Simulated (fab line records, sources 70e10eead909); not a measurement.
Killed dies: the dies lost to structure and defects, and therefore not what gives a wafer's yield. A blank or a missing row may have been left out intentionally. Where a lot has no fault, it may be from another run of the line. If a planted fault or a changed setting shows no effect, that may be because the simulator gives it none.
fab line records    flow nandHarc
[record] lots = 14  wafers = 42  lastDay = 24
route steps=1159 shown P_BONDPAD@370 A_ONON_D1@432 A_CHANNEL_HOLE_D1@450 END@1159
lots untouched by any fault: they come from a run of this same line in which no faults occurred
startH: start of the lot's first displayed wafer, in hours after the record's first day    waitH: how many hours have passed since the lot's step before this one    " as in the row above    L1.1+2: several wafers, shown together as one row    - no value, or no start given    * or withheld: withheld    < > ~ a bound
route shown NAME@n: names a module that has steps shown in the file, with the first one's number in the route    usual: the fault-free wafers' mean and standard deviation    same: alike in all rows    chamber/n: place in a boat    sites: each site's reading    _std_site: their standard deviation    _edge_site: the outer-site mean with the inner-site mean subtracted    radiusMm: for every site, how far away it sits from the centre of the wafer    mask NAME#n: copy n    behind: the last tool/chamber to shape the wafer    hold: why the lot went on hold/how many hours it stayed there/how the hold came to an end    device: transistor that didn't switch, given as n, p or np    end of line: the same wafers' tests at the end of the route    a step with no rows: only its recipe    killed: dies lost to structure and defects at the first sort, not the wafer's yield    map: shows each die of a wafer: x if killed, . if not, _ if none is there
set.NAME: the setting as run; set.NAME@STEP: as run at that earlier step    model.NAME: the simulator's own value behind a step, which no gauge read
route steps across a sampled set of lots; one table per step, one row per wafer
services: when a tool's chamber went out of use (startH, in hours from the record's first day, below 0 if earlier), for how many hours, and the reason
[[steps]]
[step NHARC_P_BONDPAD_CD_MEAS_13]
[usual] cdNm = 500.3/2.8
lot.wafer  tool      chamber  startH  waitH  cdNm
L862.1     cdSem-03  -        119.52  -      499.9
L862.3     "         -        "       "      499.6
L862.5     "         -        "       "      501.4
L863.1     cdSem-03  -        138.93  -      503.9
L863.2     "         -        "       "      504.6
L863.3     "         -        "       "      502.9
L864.2     cdSem-02  -        153.50  -      505.5
L864.3     "         -        "       "      500.1
L864.6     "         -        "       "      498.3
L865.1     cdSem-03  -        153.81  -      499.5
L865.2     "         -        "       "      497.5
L865.3     "         -        "       "      501.7
L868.1     cdSem-01  -        161.99  -      497.6
L868.4     "         -        "       "      501.4
L868.5     "         -        "       "      498.1
L867.3     cdSem-02  -        163.18  -      500.0
L867.4     "         -        "       "      501.9
L867.6     "         -        "       "      498.9
L870.2     cdSem-03  -        172.41  -      504.4
L870.5     "         -        "       "      502.6
L870.6     "         -        "       "      500.5
L869.1     cdSem-01  -        175.72  -      495.6
L869.2     "         -        "       "      503.0
L869.4     "         -        "       "      501.8
L873.2     cdSem-01  -        190.16  -      501.2
L873.3     "         -        "       "      499.4
L873.6     "         -        "       "      498.6
L871.4     cdSem-01  -        190.85  -      501.1
L871.5     "         -        "       "      500.9
L871.6     "         -        "       "      496.7
L875.1     cdSem-01  -        202.21  -      495.3
L875.5     "         -        "       "      504.0
L875.6     "         -        "       "      496.9
L874.2     cdSem-03  -        203.08  -      499.0
L874.3     "         -        "       "      503.1
L874.5     "         -        "       "      495.2
L880.4     cdSem-01  -        239.44  -      505.2
L880.5     "         -        "       "      499.8
L880.6     "         -        "       "      502.5
L885.1     cdSem-01  -        264.23  -      498.6
L885.4     "         -        "       "      495.3
L885.5     "         -        "       "      500.6
[step NHARC_A_ONON_D1_DEP_12]
[recipe] targetThkA = 10000  n2FlowSccm = 2750  n2oFlowSccm = 2000  nh3FlowSccm = 500  sih4FlowSccm = 210  tempC = 400
lot.wafer   tool          chamber  startH  waitH
L862.1+3+5  pecvdOnon-01  0        146.49  0.1
L863.1+2+3  pecvdOnon-04  0        166.91  0.1
L865.1+2+3  pecvdOnon-04  0        181.13  0.1
L864.2+3+6  pecvdOnon-01  0        181.20  0.1
L867.3+4+6  pecvdOnon-01  0        191.26  0.2
L868.1+4+5  pecvdOnon-02  0        191.52  0.1
L870.2+5+6  pecvdOnon-04  0        200.41  0.1
L869.1+2+4  pecvdOnon-01  0        209.07  0.1
L873.2+3+6  pecvdOnon-02  0        220.34  0.1
L871.4+5+6  pecvdOnon-01  0        220.60  0.2
L874.2+3+5  pecvdOnon-02  0        232.40  0.1
L875.1+5+6  pecvdOnon-01  0        232.45  0.1
L880.4+5+6  pecvdOnon-02  0        265.33  0.2
L885.1+4+5  pecvdOnon-02  0        291.40  0.1
[step NHARC_A_ONON_D1_THK_MEAS_14]
[recipe] thkMeasGauge = ellipsometry
[usual] thkNm = 999/8.2
lot.wafer  tool          chamber  startH  waitH  hold                     thkNm
L862.1     filmMetro-01  -        147.00  -      -                        1009
L862.3     "             -        "       "      -                        1011
L862.5     "             -        "       "      -                        1010
L863.1     filmMetro-01  -        167.42  -      -                        1001
L863.2     "             -        "       "      -                        1005
L863.3     "             -        "       "      -                        1006
L865.1     filmMetro-02  -        181.64  -      -                        1012
L865.2     "             -        "       "      -                        1012
L865.3     "             -        "       "      -                        1012
L864.2     filmMetro-01  -        181.65  -      -                        984
L864.3     "             -        "       "      -                        984
L864.6     "             -        "       "      -                        984
L867.3     filmMetro-01  -        191.66  -      -                        993
L867.4     "             -        "       "      -                        996
L867.6     "             -        "       "      -                        993
L868.1     filmMetro-01  -        192.02  -      -                        1008
L868.4     "             -        "       "      -                        1006
L868.5     "             -        "       "      -                        1007
L870.2     filmMetro-02  -        200.86  -      -                        1006
L870.5     "             -        "       "      -                        1005
L870.6     "             -        "       "      -                        1005
L869.1     filmMetro-01  -        209.61  -      -                        994
L869.2     "             -        "       "      -                        994
L869.4     "             -        "       "      -                        993
L873.2     filmMetro-01  -        220.79  -      -                        1008
L873.3     "             -        "       "      -                        1009
L873.6     "             -        "       "      -                        1008
L871.4     filmMetro-02  -        220.94  -      -                        1000
L871.5     "             -        "       "      -                        1000
L871.6     "             -        "       "      -                        998
L874.2     filmMetro-01  -        232.85  -      -                        998
L874.3     "             -        "       "      -                        1000
L874.5     "             -        "       "      -                        999
L875.1     filmMetro-01  -        232.96  -      -                        988
L875.5     "             -        "       "      -                        990
L875.6     "             -        "       "      -                        988
L880.4     filmMetro-01  -        265.67  -      awaitDispo/0.2h/release  675
L880.5     "             -        "       "      awaitDispo/0.2h/release  677
L880.6     "             -        "       "      awaitDispo/0.2h/release  677
L880.4     filmMetro-01  -        265.84  0.2    -                        675
L880.5     "             -        "       "      -                        675
L880.6     "             -        "       "      -                        675
L885.1     filmMetro-01  -        291.91  -      awaitDispo/0.2h/release  689
L885.4     "             -        "       "      awaitDispo/0.2h/release  691
L885.5     "             -        "       "      awaitDispo/0.2h/release  689
L885.1     filmMetro-01  -        292.08  0.2    -                        691
L885.4     "             -        "       "      -                        689
L885.5     "             -        "       "      -                        691
[step NHARC_A_CHANNEL_HOLE_D1_DEP_00]
[recipe] targetThkA = 31000  tempC = 400  material = aC
[usual] throttleValvePct = 35.001/0.0093
lot.wafer  tool       chamber  startH  waitH  throttleValvePct
L862.1     aclDep-01  0        156.96  0.1    34.989
L862.3     "          0        "       "      35.013
L862.5     "          0        "       "      34.994
L863.1     aclDep-03  0        181.07  3.1    34.997
L863.2     "          0        "       "      34.993
L863.3     "          0        "       "      35.007
L865.1     aclDep-01  0        192.28  0.5    35.010
L865.2     "          0        "       "      34.994
L865.3     "          0        "       "      35.001
L864.2     aclDep-02  0        193.10  1.2    35.015
L864.3     "          0        "       "      34.994
L864.6     "          0        "       "      34.980
L867.3     aclDep-01  0        204.44  0.7    35.004
L867.4     "          0        "       "      35.005
L867.6     "          0        "       "      35.003
L868.1     aclDep-01  0        205.69  1.5    35.003
L868.4     "          0        "       "      34.987
L868.5     "          0        "       "      34.986
L870.2     aclDep-02  0        212.55  0.8    35.015
L870.5     "          0        "       "      35.005
L870.6     "          0        "       "      35.004
L869.1     aclDep-02  0        220.64  0.1    34.997
L869.2     "          0        "       "      34.980
L869.4     "          0        "       "      35.017
L873.2     aclDep-03  0        237.15  3.3    34.991
L873.3     "          0        "       "      35.022
L873.6     "          0        "       "      34.997
L871.4     aclDep-02  0        238.01  4.1    34.996
L871.5     "          0        "       "      35.004
L871.6     "          0        "       "      35.004
L875.1     aclDep-03  0        244.40  1.0    34.998
L875.5     "          0        245.66  2.3    34.995
L875.6     "          0        "       "      34.986
L874.2     aclDep-01  0        245.38  1.9    34.986
L874.3     "          0        "       "      34.995
L874.5     "          0        "       "      34.998
[step NHARC_A_CHANNEL_HOLE_D1_DEP_01]
[recipe] targetThkA = 1400  targetThkNm = 140  tempC = 400  pressureTorr = 3.5  flowSccm = 200  rfW = 350  material = SiON
[usual] heaterPowerW = 730/78
lot.wafer  tool      chamber  startH  waitH  heaterPowerW
L862.3     pecvd-04  1        158.87  1.0    645
L862.1     "         0        "       "      801
L862.5     "         0        "       "      790
L863.3     pecvd-03  1        183.02  1.0    866
L863.2     "         2        "       "      814
L863.1     "         0        "       "      712
L865.1     pecvd-02  1        194.17  1.6    799
L865.3     "         2        "       "      758
L865.2     "         0        "       "      684
L864.3     pecvd-02  0        194.72  1.0    635
L864.2     "         1        "       "      751
L864.6     "         2        "       "      627
L867.3     pecvd-02  0        205.77  1.0    663
L867.6     "         1        "       "      768
L867.4     "         2        "       "      689
L868.1     pecvd-03  1        207.62  1.6    889
L868.5     "         1        "       "      898
L868.4     "         0        "       "      721
L870.2     pecvd-04  2        214.19  1.3    578
L870.5     "         1        "       "      721
L870.6     "         2        "       "      587
L869.2     pecvd-03  0        222.55  1.3    641
L869.1     "         1        "       "      848
L869.4     "         2        "       "      759
L873.2     pecvd-02  0        238.79  1.3    602
L873.3     "         1        "       "      739
L873.6     "         0        "       "      620
L871.5     pecvd-03  0        239.07  0.4    701
L871.6     "         1        "       "      734
L871.4     "         2        "       "      779
L875.1     pecvd-03  1        246.34  1.6    898
L875.6     "         0        "       "      666
L875.5     "         1        "       "      881
L874.2     pecvd-02  0        247.04  1.3    658
L874.3     "         1        "       "      647
L874.5     "         0        "       "      651
[step NHARC_END_SORT_01]
[recipe] tempC = 25
[usual] killedAtArray = 28/11  killedAtOther = 0.5/0.87  killedAtPeriphery = 2.9/2.2  killedDies = 32/11  killedOpen = 3.2/1.9  killedShort = 1.8/1.4
[same] grossDies = 677
lot.wafer  tool       chamber  startH  waitH  killedAtArray  killedAtOther  killedAtPeriphery  killedDies  killedOpen  killedShort
L880.4     prober-01  0        545.37  3.4    671            1              5                  677         4           2
L880.5     prober-01  0        546.18  3.7    674            0              3                  677         0           2
L880.6     prober-01  0        546.98  4.0    673            2              2                  677         0           1
L885.1     prober-01  0        584.44  2.5    675            0              2                  677         2           1
L885.4     prober-01  0        586.91  3.5    674            0              3                  677         0           4
L885.5     prober-01  0        587.74  3.8    673            1              3                  677         4           2
// killed by level:class
L880.4 A_ONON_D1:areaDep=655 A_CHANNEL_HOLE_D1:chamberFilmFlake=9 P_GATE:chamberFilmFlake=2 A_ZERO_WELL:chamberFilmFlake=2 P_CONTACT:geometricParticle:short=1 P_CONTACT:geometricParticle:open=1 P_M0:geometricParticle:open=1 A_WL_FILL:geometricParticle:short=1
L880.5 A_ONON_D1:areaDep=651 A_CHANNEL_HOLE_D1:chamberFilmFlake=15 A_CONTACT:chamberFilmFlake=3 P_CONTACT:geometricParticle:short=1 A_BLC:geometricParticle:short=1 P_STI:chamberFilmFlake=1 P_GATE:chamberFilmFlake=1 A_CHANNEL_FILL_D1:unspecified=1
L880.6 A_ONON_D1:areaDep=658 A_CHANNEL_HOLE_D1:chamberFilmFlake=6 A_CHANNEL_FILL_D1:unspecified=3 A_CHANNEL_FILL_D1:chamberFilmFlake=2 A_CONTACT:chamberFilmFlake=2 THIN_TSV:chamberFilmFlake=2 P_GATE:geometricParticle:short=1 P_GATE:chamberFilmFlake=1
L885.1 A_ONON_D1:areaDep=634 A_SLIT:chamberFilmFlake=18 A_CHANNEL_HOLE_D1:chamberFilmFlake=9 A_CONTACT:chamberFilmFlake=6 A_SGD_CUT:chamberFilmFlake=3 A_WL_FILL:chamberFilmFlake=2 A_ONON_D1:geometricParticle:short=1 A_WL_FILL:geometricParticle:open=1
L885.4 A_ONON_D1:areaDep=645 A_SLIT:chamberFilmFlake=13 A_CHANNEL_HOLE_D1:chamberFilmFlake=4 A_CONTACT:chamberFilmFlake=4 P_GATE:chamberFilmFlake=2 A_SGD_CUT:chamberFilmFlake=2 A_WL_FILL:chamberFilmFlake=2 P_GATE:geometricParticle:short=1
L885.5 A_ONON_D1:areaDep=633 A_SLIT:chamberFilmFlake=19 A_CHANNEL_HOLE_D1:chamberFilmFlake=8 A_CONTACT:chamberFilmFlake=5 A_SGD_CUT:chamberFilmFlake=2 A_WL_FILL:chamberFilmFlake=2 P_M0:geometricParticle:open=1 P_M0:geometricParticle:short=1
[[services]]
tool          chamber  startH  hours  kind
pecvd-03      0        124.01  -      clean
pecvd-03      1        124.01  -      clean
pecvd-03      2        124.01  -      clean
pecvdOnon-04  -        131.41  6.8    repair
pecvdOnon-02  -        136.54  0.6    repair
pecvd-02      -        153.01  13.0   pm
pecvd-02      0        153.01  13.0   ventCycle
pecvd-02      1        153.01  13.0   ventCycle
pecvd-02      2        153.01  13.0   ventCycle
pecvd-02      0        166.01  -      clean
pecvd-02      1        166.01  -      clean
pecvd-02      2        166.01  -      clean
aclDep-02     -        168.14  13.0   pm
pecvd-04      -        195.09  13.0   pm
pecvd-04      0        195.09  13.0   ventCycle
pecvd-04      1        195.09  13.0   ventCycle
pecvd-04      2        195.09  13.0   ventCycle
pecvdOnon-01  -        195.28  13.0   pm
pecvd-04      0        208.09  -      clean
pecvd-02      -        209.51  1.1    repair
aclDep-03     -        223.83  13.0   pm
pecvdOnon-04  -        237.00  13.0   pm
pecvd-02      -        250.93  0.9    repair
pecvd-04      -        260.62  1.5    repair
[[key]]
[firstSign] step = NHARC_A_ONON_D1_THK_MEAS_14  reading = visit  direction = added
[effect] step = NHARC_A_ONON_D1_THK_MEAS_14  reading = thkNm  direction = down  sigmas = 39  usual = 999  struck = 683
[effect] step = NHARC_END_SORT_01  reading = killedDies  direction = up  sigmas = 59  usual = 32  struck = 677
[moreKillsBornAt] NHARC_A_ONON_D1_DEP_12@pecvdOnon-02 = 3876
metAt NHARC_A_ONON_D1_DEP_12
struckLots L880,L885
struckWafers L880.4,L880.5,L880.6,L885.1,L885.4,L885.5
laterRowsLeftOut L880.4,L880.5,L880.6,L885.1,L885.4,L885.5
testerLeftOut L880,L885
notActingAt NHARC_P_BONDPAD_CD_MEAS_13,NHARC_A_CHANNEL_HOLE_D1_DEP_00,NHARC_A_CHANNEL_HOLE_D1_DEP_01
onsetBetween 232.40 265.33
alsoFits time
[fault] kind = processParameterDrift  tool = pecvdOnon-02  chamber = 0  onsetH = 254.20  steps = NHARC_A_ONON_D1_DEP_12  channel = targetThkA  offset = *  shape = step  endH = 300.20  actsIn = *  stated = *
// testerLeftOut: of these lots the tester's yield and bins aren't shown, on N5 and GAA mostly nor the transistor test; their killed dies are dies lost to structure and defects alone, not to doping, threshold or leakage, so they don't give the yield
// laterRowsLeftOut: the simulator's readings of these wafers behind a module that went badly wrong aren't trusted and aren't shown, but for the sort
